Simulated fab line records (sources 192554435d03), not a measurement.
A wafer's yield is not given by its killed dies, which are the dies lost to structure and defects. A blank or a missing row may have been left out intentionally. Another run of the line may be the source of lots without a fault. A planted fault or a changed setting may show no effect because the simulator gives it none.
Struck lot and sound lot, side by side | flow n5Finfet | 34 steps out of a route of 1938
Sound: these wafers, L167.2, L167.3, L167.6. Struck: wafer L153.6 (left out: L153.3, a lot-mate that was not struck); the cause follows at the end.
Per side, at each step with rows, come the tool, then ch with its chambers, and then its first start. Under that, the readings that differ: sound wafers | struck wafers | difference of the means | sigmas: that difference in standard deviations of wafers without a fault.
alike: readings with means less than 2 such deviations apart, plus words and numbers identical on both sides. not compared: withheld readings, readings lacking a value on some wafer, bounds such as >300 that could conceal the same value, and numbers that have no deviation in the record and whose values overlap.
A row with sigmas, a row that says differs or no value, or rows on one side alone: a step with any of these is where the two part. Non-overlapping numbers with no deviation appear without sigmas and do not part them. Lack of a reading on every wafer of one side parts them only where that side has two or more wafers.

first, 9 steps without rows for these wafers: N5_SD_EPI_P_DEVELOP_08 (develop time 30 s); N5_SD_EPI_P_DESCUM_14 (chemistry O2, time 7.9 s); N5_SD_EPI_P_ETCH_36 (etches SiARC in CF4, target depth 45.5 nm, time 75.8 s); N5_SD_EPI_P_ETCH_37 (etches SOC in N2/H2, overetch 108 nm, time 486 s); N5_SD_EPI_P_STRIP_38 (strips in N2/H2); N5_SD_EPI_P_ETCHBACK_46 (etches SiNx in CH3F/O2, stops on SiO2, target depth 17.5 nm); N5_SD_EPI_P_ETCH_47 (etches SiOCN in CH3F/O2, target depth 25 nm); N5_SD_EPI_P_ETCH_16 (etches SiO2 in CHF3/O2, target depth 5 nm); N5_SD_EPI_P_STRIP_50 (strips in CHF3/O2).
N5_SD_EPI_P_SD_RECESS_17: chemistry HBr/Cl2/O2, target depth 39.1 nm, bt time 3 s.
  sound on rieSi-06 ch 0,2,3, day 7 19:00; struck on rieSi-06 ch 1, day 4 07:58
reading                            | sound             | struck | difference | sigmas
model.SD_EPI_P.featureDepthNm (nm) | 38.8 38.8 38.4    | 47     | +8         | 
model.etch.depthNm (nm)            | 38.78 38.74 38.49 | 47.05  | +8.38      | 
  alike: drypumpMotorCurrentA, mfcCl2Sccm, oesProductAu, throttleValvePct
  not compared: rfHoursCounterH
then, 22 steps without rows for these wafers: N5_SD_EPI_P_WET_ETCH_45 (etches SiO2 in dHF, time 10.7 s, target depth 2 nm, rinse time 30 s); N5_SD_EPI_P_STRIP_40 (strips in N2/H2); N5_SD_EPI_P_PRECLEAN_52 (cleans in O3/DIW, time 60 s); N5_SD_EPI_P_SRD_20 (time 30 s); N5_SD_EPI_P_PRECLEAN_51 (cleans in NF3:NH3, afs cycles 1, time 20 s, sublimation time 60 s); N5_SD_EPI_P_VAPOR_ETCH_44 (etches SiGe30 in NF3/Ar, time 3.3 s); N5_SD_EPI_P_EPI_21 (deposits SiGe:B, time 355 s); N5_SD_EPI_P_HM_STRIP_48 (strips SiNx in H3PO4, material SiNx, target depth 3 nm); N5_SD_EPI_P_SRD_49 (time 30 s); N5_SD_EPI_P_PRECLEAN_24 (cleans in O3/DIW, time 45 s); N5_SD_EPI_P_PRECLEAN_32 (cleans in dHF, time 10 s); N5_SD_EPI_P_PRECLEAN_33 (cleans in SC2, time 45 s); N5_SD_EPI_P_SRD_25 (time 30 s); N5_SD_ACTIVATION_RTA_00 (time 0 s); N5_SD_ACTIVATION_LSA_01 (time 0.0008 s); N5_ILD0_LINER_00 (material SiNx, target thk 4 nm, pulse time 1 s, purge time 2 s); N5_ILD0_FCVD_FILL_01 (material SiO2 flowable, target thk 200 nm, time 328.3 s); N5_ILD0_CURE_02 (time 1800 s); N5_ILD0_CMP_03 (polishes, stops on SiNx, t overpolish 1.9 s, target thk 197.38 nm); N5_ILD0_CMP_07 (polishes SiO2 flowable, stops on poly-Si, t overpolish 1.18 s, target thk 138.88 nm); N5_ILD0_PRECLEAN_10 (cleans in NF3:NH3, afs cycles 5, time 20 s, sublimation time 60 s); N5_ILD0_ALD_15 (deposits SiNx, target thk 24 nm, pulse time 1 s, ald cycles 480).
-- the record jumps here: 5 days lie between the struck wafers' starts before and after (it left off in module ILD0 and takes up again in module BEOL_M4, whose first step shown is number 1111 of the route) --
N5_BEOL_M4_RC_MEAS_101:
  sound on prober-01 ch 0, day 13 11:55; struck on prober-01 ch 0, day 9 17:23
reading            | sound                | struck | difference | sigmas
DIBL_P (mV/V)      | 34.6 35.0 34.3       | 44.6   | +10.0      | +7
IOFF_P (nA/um)     | 0.16 0.17 0.16       | 0.67   | +0.51      | +15
IOFF_P_85C (nA/um) | 3.0 3.1 3.0          | 9.6    | +6.6       | +14
IOFF_P_LIN (nA/um) | 0.079 0.084 0.078    | 0.163  | +0.083     | +6
ION_N (uA/um)      | 658 660 661          | 685    | +25        | +3
ION_P (uA/um)      | 449 447 449          | 496    | +48        | +6
SS_P (mV/dec)      | 73.6 73.3 74.4       | 78.4   | +4.6       | +9
VT_N (mV)          | 253.1 251.5 254.8    | 247.5  | -5.6       | -2
VT_P (mV)          | -259 -254 -259       | -242   | +15        | +5
VT_P_LVT (mV)      | -104.6 -103.4 -105.1 | -87.7  | +16.7      | +6
  alike: DIBL_N, IOFF_N, SS_N
-- here the record skips 4 days between the struck wafers' starts before and after, leaving off in module BEOL_M4 and picking up in module PASSIVATION (first step shown: number 1936 of the route) --
N5_PASSIVATION_PROBE_49:
  struck on prober-01, day 13 13:03; sound on prober-02, day 17 18:21
reading                | sound          | struck | difference | sigmas
killedAtOther          | 4 2 3          | 13     | +10        | +3
sort_bin_4_leakage (%) | 0 0 0          | 41.10  | +41.10     | 
sortNPass              | 1089 1072 1047 | 591    | -478       | -30
sortYieldPct (%)       | 92.3 90.8 88.7 | 50.1   | -40.5      | -29
  alike: defectLimitedYield, killed_at_M0_to_M3, killed_at_M4_up, killedAtContacts, killedAtFrontEnd, killedDies, killedOpen, killedShort, sort_bin_5_function, sort_bin_6_memory

== WHERE THEY PART ==
Last at N5_PASSIVATION_PROBE_49 as far as this record goes, first at N5_BEOL_M4_RC_MEAS_101.

WHY: whatever the simulator had introduced
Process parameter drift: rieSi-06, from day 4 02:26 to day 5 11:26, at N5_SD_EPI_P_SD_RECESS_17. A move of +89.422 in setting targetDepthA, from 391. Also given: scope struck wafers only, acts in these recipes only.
